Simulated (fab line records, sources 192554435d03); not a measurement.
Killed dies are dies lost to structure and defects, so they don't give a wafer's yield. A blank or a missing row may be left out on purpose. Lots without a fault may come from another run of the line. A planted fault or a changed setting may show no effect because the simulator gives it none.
Split-lot experiment | flow n5_finfet | 7 lots, 21 wafers read, on a route of 1938 steps

THE SPLIT
At N5_FIN_SAQP_PECVD_48 (deposits SiNx from SiH4/NH3/N2, target thk 25 nm, time 22.1 s), the setting time_s was moved away from the recipe's 22.1 s on 5 of the 21 wafers read, by -10.3% to +7.6%. The other wafers ran this setting at the recipe's value.

FROM THE SPLIT TO THE READING: what the file shows between them, 2 steps
- N5_FIN_SAQP_PECVD_06: deposits a-Si from SiH4/He, target thk 60 nm, time 48.1 s
- N5_FIN_SAQP_MANDREL1_REMOVE_56: chemistry HBr/Cl2/O2, target a-Si, stops on SiNx, bt time 10 s

THE READING
etch.depth_nm (the simulator's own value, which no gauge read), in nm, at N5_FIN_SAQP_ETCH_57 (etches SiNx in CH3F/O2, target depth 32.5 nm, time 46.4 s). The file gives no usual value for it. The 16 wafers here that ran the recipe average 25.01 nm, standard deviation 0.38 nm.

wafer  | tool, chamber at the split | time_s as run, s | against the recipe | etch.depth_nm, nm | against lot-mates on the recipe
L075.1 | pecvd-04, 2                | 19.83            | -10.3%             | 22.74             | -2.23
L075.4 | pecvd-04, 0                | 22.1             | recipe             | 24.97             | -
L075.6 | pecvd-04, 2                | 19.83            | -10.3%             | 22.61             | -2.36
L076.1 | pecvd-01, 2                | 22.1             | recipe             | 24.74             | -
L076.2 | pecvd-01, 0                | 22.1             | recipe             | 24.2              | -
L076.5 | pecvd-01, 2                | 22.1             | recipe             | 24.91             | -
L084.1 | pecvd-04, 2                | 22.1             | recipe             | 25.04             | -
L084.5 | pecvd-04, 1                | 22.1             | recipe             | 25.03             | -
L084.6 | pecvd-04, 2                | 23.77            | +7.6%              | 27.55             | +2.52
L089.3 | pecvd-02, 1                | 22.1             | recipe             | 24.95             | -
L089.5 | pecvd-02, 2                | 22.1             | recipe             | 25.15             | -
L089.6 | pecvd-02, 0                | 22.1             | recipe             | 25.9              | -
L094.1 | pecvd-01, 1                | 22.1             | recipe             | 24.67             | -
L094.4 | pecvd-01, 0                | 22.1             | recipe             | 24.75             | -
L094.6 | pecvd-01, 1                | 22.1             | recipe             | 24.85             | -
L095.4 | pecvd-01, 1                | 22.1             | recipe             | 25.29             | -
L095.5 | pecvd-01, 2                | 22.1             | recipe             | 25.27             | -
L095.6 | pecvd-01, 0                | 20.98            | -5.1%              | 23.56             | -1.72
L097.4 | pecvd-04, 1                | 22.1             | recipe             | 24.82             | -
L097.5 | pecvd-04, 2                | 20.09            | -9.1%              | 23.6              | -1.61
L097.6 | pecvd-04, 0                | 22.1             | recipe             | 25.6              | -

THE FIT
A straight line over all 21 wafers: etch.depth_nm changes by +0.237 nm for each +1% of time_s; r = +0.92; the points scatter about the line by 0.42 nm.
The same after taking each lot's own level away (the mean of its wafers on the recipe; 21 wafers): +0.242 nm for each +1%; r = +0.95; scatter 0.34 nm.
On that fit, the largest move of time_s shifts the reading by 2.5 nm.
The lots' own levels span 24.617 to 25.333 nm, that is 1.9 times the standard deviation above.
So the lot-to-lot level changes the slope little: the two slopes agree.
Check: with one of the wafers moved furthest among these (-10.3%) left out of the fit, the line predicts -2.51 nm for it against its lot-mates. It came out at -2.23 nm against them.

OTHER SPLITS ON THESE WAFERS
These wafers also went through other splits before the reading. Each is held against what the fit with the lots' levels taken away leaves over:
other split on the same wafers  | wafers away from the commonest value | r with etch.depth_nm (lot level and that fit taken away)
N5_ZERO_LAYER_EXPOSE_08 dose_mj | 2                                    | +0.11
N5_WELL_APT_COAT_02 spin_rpm    | 6                                    | +0.25
N5_FIN_SAQP_HM_DEP_03 time_s    | 7                                    | +0.39

THE WHOLE CHAIN: every reading that the file lists as answering this split, in the file's order
step                 | what it does                                                  | reading                                                                           | change (the file's fit)               | r (the file's)
N5_FIN_SAQP_PECVD_48 | deposits SiNx from SiH4/NH3/N2, target thk 25 nm, time 22.1 s | SiNx_of_FIN_SAQP_PECVD_48.thk_nm (the simulator's own value, which no gauge read) | +0.243 nm for each +1% of the setting | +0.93
N5_FIN_SAQP_ETCH_57  | etches SiNx in CH3F/O2, target depth 32.5 nm, time 46.4 s     | etch.depth_nm (the simulator's own value, which no gauge read)                    | +0.244 nm for each +1% of the setting | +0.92

THE FILE'S OWN FIT
etch.depth_nm changes by +0.244 nm for each +1% of time_s, r = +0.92.
